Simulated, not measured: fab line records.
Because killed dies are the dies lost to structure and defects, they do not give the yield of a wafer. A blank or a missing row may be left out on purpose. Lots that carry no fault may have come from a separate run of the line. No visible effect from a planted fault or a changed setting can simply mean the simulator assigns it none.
Which tool did it? ; flow nand_harc ; 39 wafers from 13 lots sampled at 5 of the route's 1159 steps

== WHAT THE GAUGES READ, wafer by wafer ==
NHARC_END_SORT_01.
lot;measured;on;killed_at_array;killed_at_other;killed_at_periphery;killed_dies;killed_open;killed_short
L384;day 21 20:42;prober-01;28 27 36;2 0 0;647 650 641;677 677 677;3 5 5;0 3 1
L385;day 22 06:48;prober-02;26 25 28;0 0 0;651 652 649;677 677 677;6 1 1;1 3 1

== EACH LOT AND THE TOOL THAT RAN IT (in order: tool; ch and the chambers of the sampled wafers; start) ==
lot;NHARC_P_GATE_HM_DEP_102;NHARC_P_GATE_IMPLANT_49;NHARC_P_GATE_STRIP_113;NHARC_P_GATE_RTA_64
L373;acl_dep-03 ch 0, day 4 10:46;implanter-01 ch 0, day 5 00:34;plasma_asher-02 ch 0, day 5 04:15;rtp_anneal-01 ch 0, day 5 05:26
L374;acl_dep-01 ch 0, day 5 00:23;implanter-02 ch 0, day 5 14:04;plasma_asher-01 ch 0, day 5 18:14;rtp_anneal-01 ch 0, day 5 19:25
L377;acl_dep-03 ch 0, day 5 13:08;implanter-02 ch 0, day 6 04:29;plasma_asher-01 ch 0,1, day 6 08:40;rtp_anneal-01 ch 0, day 6 09:38
L378;acl_dep-02 ch 0, day 6 02:13;implanter-01 ch 0, day 6 15:50;plasma_asher-01 ch 0,1, day 6 19:31;rtp_anneal-01 ch 0, day 6 20:48
L384;acl_dep-01 ch 0, day 7 11:41;implanter-01, day 8 01:35;plasma_asher-02 ch 1, day 8 11:49;rtp_anneal-01 ch 0, day 8 12:58
L385;acl_dep-03 ch 0, day 8 01:32;implanter-02, day 8 15:36;plasma_asher-01 ch 1, day 8 19:26;rtp_anneal-01 ch 0, day 8 20:35
L387;acl_dep-01 ch 0, day 8 10:25;implanter-02 ch 0, day 9 02:12;plasma_asher-01 ch 0,1, day 9 06:05;rtp_anneal-01 ch 0, day 9 07:28
L389;acl_dep-03 ch 0, day 9 00:16;implanter-01 ch 0, day 9 14:17;plasma_asher-01 ch 0,1, day 9 17:59;rtp_anneal-01 ch 0, day 9 19:19
L390;acl_dep-02 ch 0, day 9 08:09;implanter-01 ch 0, day 9 21:53;plasma_asher-01 ch 0,1, day 10 02:17;rtp_anneal-02 ch 0, day 10 03:26
L391;acl_dep-01 ch 0, day 9 08:28;implanter-01 ch 0, day 10 03:45;plasma_asher-01 ch 0,1, day 10 07:28;rtp_anneal-02 ch 0, day 10 08:45
L393;acl_dep-02 ch 0, day 9 08:29;implanter-01 ch 0, day 9 22:19;plasma_asher-02 ch 0, day 10 02:09;rtp_anneal-02 ch 0, day 10 03:31
L394;acl_dep-02 ch 0, day 10 00:49;implanter-02 ch 0, day 10 14:23;plasma_asher-02 ch 0,1, day 10 18:36;rtp_anneal-01 ch 0, day 10 19:55
L396;acl_dep-01 ch 0, day 10 08:12;implanter-01 ch 0, day 10 21:43;plasma_asher-01 ch 0,1, day 11 01:24;rtp_anneal-01 ch 0, day 11 02:43
- NHARC_P_GATE_HM_DEP_102: deposits aC, target thk 120 nm.
- NHARC_P_GATE_IMPLANT_49
- NHARC_P_GATE_STRIP_113: strips in N2/H2, time 740 s.
- NHARC_P_GATE_RTA_64: time 1 s.

== AS READ BY THE TOOLS THEMSELVES (means over the sampled wafers that have a number; for cases with no such wafer, the mark the record gives instead) ==
NHARC_P_GATE_HM_DEP_102.
lot;tool;throttle_valve_pct (%)
L373;acl_dep-03;34.999
L374;acl_dep-01;34.998
L377;acl_dep-03;34.993
L378;acl_dep-02;34.999
L384;acl_dep-01;35.002
L385;acl_dep-03;35.004
L387;acl_dep-01;34.999
L389;acl_dep-03;34.996
L390;acl_dep-02;35.004
L391;acl_dep-01;35.009
L393;acl_dep-02;35.005
L394;acl_dep-02;34.997
L396;acl_dep-01;34.999

NHARC_P_GATE_IMPLANT_49.
lot;tool;beam_energy_keV;beam_on_s (s)
L373;implanter-01;30.012;35.1
L374;implanter-02;30.014;30.3
L377;implanter-02;29.999;29.8
L378;implanter-01;29.996;35.4
L384;implanter-01;-;-
L385;implanter-02;-;-
L387;implanter-02;29.997;30.0
L389;implanter-01;30.008;35.0
L390;implanter-01;30.005;35.3
L391;implanter-01;29.999;35.3
L393;implanter-01;29.993;35.9
L394;implanter-02;30.007;30.2
L396;implanter-01;30.003;35.6

NHARC_P_GATE_STRIP_113.
lot;tool;drypump_motor_current_A (A);heater_power_w (W)
L373;plasma_asher-02;5.8;94
L374;plasma_asher-01;5.6;89
L377;plasma_asher-01;5.2;81
L378;plasma_asher-01;5.4;84
L384;plasma_asher-02;5.1;84
L385;plasma_asher-01;4.9;76
L387;plasma_asher-01;5.4;85
L389;plasma_asher-01;5.2;80
L390;plasma_asher-01;5.1;81
L391;plasma_asher-01;5.3;85
L393;plasma_asher-02;5.8;86
L394;plasma_asher-02;5.6;86
L396;plasma_asher-01;5.1;80

NHARC_P_GATE_RTA_64.
lot;tool;lamp_power_pct (%);lamp_zone_4_pct (%);lamp_zone_5_pct (%);wafer_temp_C_max
L373;rtp_anneal-01;34.0;34.0;34.0;1054.2
L374;rtp_anneal-01;33.9;33.9;33.9;1054.6
L377;rtp_anneal-01;34.0;33.9;34.0;1054.1
L378;rtp_anneal-01;33.9;33.9;34.0;1055.6
L384;rtp_anneal-01;34.0;34.0;34.0;1053.5
L385;rtp_anneal-01;34.0;34.0;34.0;1054.1
L387;rtp_anneal-01;33.9;33.9;33.9;1055.0
L389;rtp_anneal-01;33.9;34.0;34.0;1054.5
L390;rtp_anneal-02;30.7;30.7;30.7;1057.4
L391;rtp_anneal-02;30.7;30.7;30.7;1055.8
L393;rtp_anneal-02;30.7;30.7;30.6;1057.3
L394;rtp_anneal-01;34.0;34.0;34.0;1054.1
L396;rtp_anneal-01;34.0;34.0;34.0;1053.5

== THE ANSWER, worked out from the rows above alone ==
Rule: usual is defined by the lots themselves. The widest of any qualifying gaps counts: lots, ordered by their means at a reading, are off when they make up no more than a third of the lots, leave a main group of 4 or more, and stand apart from it by 3 or more times the standard deviation of that group's means. If all means in a main group match to the digits the tables above print for the reading, that group is not used. Also off: a lot with no number at a reading for which 4 or more lots have one. The other lots that the step has rows for count as sound. Order of review: gauges by route order, followed by the tools' own readings, for which a lot's mean as printed above is used. The first step at which some lot is off is used, and at that step the reading that is off furthest; a lot without a number counts as furthest.
Off: L384, L385, at NHARC_P_GATE_IMPLANT_49 (beam_energy_keV). Without a number there: L384, L385. The main group: mean 30.003, standard deviation 0.0065.
If a tool, at that step or one of the process steps before it, ran each lot that is off and ran no sound lot following the first of them, it fits. Of those tried, none fits.

== WHAT THE SIMULATOR HAD PUT IN ==
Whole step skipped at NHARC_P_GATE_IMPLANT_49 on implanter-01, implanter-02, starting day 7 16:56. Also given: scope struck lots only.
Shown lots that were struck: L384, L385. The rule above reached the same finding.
